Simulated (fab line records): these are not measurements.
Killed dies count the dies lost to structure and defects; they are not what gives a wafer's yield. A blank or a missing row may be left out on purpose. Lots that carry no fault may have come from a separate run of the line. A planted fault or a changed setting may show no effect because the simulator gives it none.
Matching of chambers ; flow nand harc ; NHARC_A_M0_STRIP_18 on rie diel-01 has 4 sister chambers
The step strips in N2/H2. 8 wafers are shown with their chamber, then 8 later ones without.

## EACH WAFER AND ITS CHAMBER
wafer;chamber;showerhead plenum p Torr (Torr);drypump motor current A (A)
L592.4;2;2.20;5.2
L591.6;0;1.92;6.0
L595.6;2;2.20;5.2
L594.5;0;1.91;6.0
L597.1;3;2.13;5.9
L597.2;1;2.05;6.2
L597.6;1;2.05;6.3
L605.1;3;2.12;5.9

## WAFERS WITHOUT THEIR CHAMBER
wafer;showerhead plenum p Torr (Torr);drypump motor current A (A)
L605.4;1.91;6.0
L605.5;2.05;6.3
L603.3;2.05;6.3
L603.4;1.91;6.0
L603.5;2.05;6.2
L610.1;2.05;6.3
L610.5;2.19;5.2
L610.6;2.12;5.9

## THE CHAMBER EACH PASSED THROUGH
wafer;from the rows above;in truth
L605.4;0;0
L605.5;1;1
L603.3;1;1
L603.4;0;0
L603.5;1;1
L610.1;1;1
L610.5;2;2
L610.6;3;3
8 of 8 placed correctly. Not placeable from these rows: 0. Placed wrongly: 0.
How it was worked out, from the rows above alone: a wafer's distance from a chamber is the root of the sum, over the readings, of the square of ((its reading less the chamber's mean) divided by the reading's scatter). If the next closest chamber is less than 2 further off than the closest, the wafer can't be placed; otherwise it belongs to the closest. The mean given for a chamber averages the wafers shown for that chamber. The scatter: the root of (the sum of the squares of (reading less its chamber's mean) over the shown wafers, divided by (wafers less chambers)).
